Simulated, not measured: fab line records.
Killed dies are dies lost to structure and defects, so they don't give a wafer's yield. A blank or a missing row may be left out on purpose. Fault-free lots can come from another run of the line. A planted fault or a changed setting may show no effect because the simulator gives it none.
Problem report in the 8D (eight disciplines) form, filled by code / flow n5-finfet / the parts of the form that need people (team, actions taken, sign-off) are left out

## 1. WHAT IS WRONG
Wafers without a fault read 1499.9 rpm, standard deviation 1; spin-speed-rpm at N5_BEOL_M6_COAT_05 reads a mean of 1571.1 rpm on 6 wafers belonging to 2 lots. That puts it +71 standard deviations away from the usual mean.
The step: resist thk 90 nm.
The first sign was on wafer L234.1 at day 10 20:41, on litho-track-04. The record holds 18 wafers of 6 lots with a number at this step. Rule for "out" (also "out of limits"): further than 4 standard deviations from the usual mean. The other wafers with a number count as sound.

## 2. WHAT IT IS; WHAT IT IS NOT
question=which readings at this step | is=spin-speed-rpm | is not=exhaust-pa
question=which lots | is=L234, L235 | is not=L230, L231, L243, L245
question=which wafers of those lots | is=all that have a number | is not=-
question=read on which tools | is=litho-track-04 | is not=litho-track-01, litho-track-03
question=when | is=from day 10 20:41 | is not=up to then (6 sound wafers); but 6 sound wafers of L243, L245 came after

## 3. THE SUSPECTS, EACH WITH WHAT RULES IT OUT
Counting: a tool at any process step up to the reading remains a suspect when it ran all the lots that are out and ran no sound lot after the first of those.
- litho-track-04 at N5_BEOL_M6_COAT_05 (resist thk 90 nm): kept. Every lot that is out went through it, starting with L234 (day 10 20:41), and after that it ran no sound lot; the last sound lot it ran before then is L231 (day 10 10:34). Its own readings are out on those wafers: spin-speed-rpm.
Left after counting: litho-track-04 at N5_BEOL_M6_COAT_05.

## 4. THE CAUSE (what the simulator had put in)
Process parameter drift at N5_BEOL_M6_COAT_05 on litho-track-04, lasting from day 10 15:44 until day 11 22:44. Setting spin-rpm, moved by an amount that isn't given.
After counting, this tool was the only one left.

## 5. THE CHAIN OF EFFECTS, in route order
Each row: a reading whose mean over the struck wafers that have a number lies more than 3 standard deviations from the usual. Only readings whose record carries a usual standard deviation are examined. hours: median over the lots of the time between each lot's start at the first step of this table that gives one and its start at this step. sigmas: the change, counted in usual standard deviations.
hours=0; step=N5_BEOL_M6_COAT_05; reading=spin-speed-rpm; usual=1499.9 rpm; on struck wafers=1571.1; change=+71.2; sigmas=+71
The process steps in it:
- N5_BEOL_M6_COAT_05: resist thk 90 nm.
At these later measuring or inspecting steps, every struck wafer for which the step has a row has a number for every such reading, and none has moved that far: N5_BEOL_M6_CD_MEAS_11, N5_BEOL_M6_OVL_MEAS_12, N5_BEOL_M6_INSPECT_13.

## 6. HOW IT WOULD HAVE BEEN CAUGHT EARLIER
In this record no reading fell out of limits until day 10 20:41, 5 hours after the fault had begun at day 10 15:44.
